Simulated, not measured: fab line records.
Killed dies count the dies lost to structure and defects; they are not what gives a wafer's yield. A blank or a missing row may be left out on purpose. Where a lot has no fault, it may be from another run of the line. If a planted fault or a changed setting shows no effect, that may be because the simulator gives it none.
Chamber matching | flow n5-finfet | N5_BEOL_M10_ALD_74 on ald-metal-02 has 4 sister chambers
The step deposits TaN, target thk 2 nm, pulse time 2 s, purge time 3 s. 16 wafers are shown with their chamber, then 8 later ones without.

WAFERS, EACH WITH ITS CHAMBER
wafer  | chamber | heater-power-w (W)
L075.1 | 0       | 358
L075.2 | 1       | 459
L075.3 | 2       | 390
L075.4 | 3       | 464
L075.5 | 0       | 356
L075.6 | 1       | 451
L080.1 | 3       | 456
L080.2 | 1       | 452
L080.3 | 0       | 358
L080.4 | 2       | 375
L080.5 | 2       | 374
L080.6 | 3       | 467
L089.2 | 2       | 388
L089.4 | 1       | 453
L089.6 | 1       | 451
L090.1 | 2       | 378

SIGNATURES (averages over the wafers above)
reading        | chamber 0 | chamber 1 | chamber 2 | chamber 3 | scatter within a chamber
heater-power-w | 357.33    | 453.20    | 381.00    | 462.33    | 5.29
Rule: for each reading, subtract the chamber's mean from the wafer's reading, divide by that reading's scatter and square the result; add these up over the readings and take the root, which gives the wafer's distance from the chamber. The wafer belongs to the nearest chamber; if the next one is less than 2 further off, it can't be placed. The scatter is the square root of a quotient: the sum, over the shown wafers, of each reading's squared deviation from its chamber's mean, divided by wafers minus chambers.

WAFERS WHOSE CHAMBER IS MISSING
wafer  | heater-power-w (W)
L090.2 | 468
L090.6 | 467
L093.1 | 460
L093.3 | 458
L093.4 | 458
L095.2 | 381
L095.4 | 452
L095.5 | 418

THE CHAMBER EACH PASSED THROUGH
wafer  | from the rows above          | in truth
L090.2 | can't be placed: 3 or 1      | 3
L090.6 | can't be placed: 3 or 1      | 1
L093.1 | can't be placed: 3 or 1      | 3
L093.3 | can't be placed: 3 or 1      | 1
L093.4 | can't be placed: 3 or 1      | 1
L095.2 | 2                            | 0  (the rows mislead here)
L095.4 | can't be placed: 1 or 3      | 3
L095.5 | can't be placed: 1 or 2 or 3 | 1
0 of 8 placed correctly. Can't be placed from these rows: 7 (the true chamber is among the candidates in 7). 1 placed wrongly.
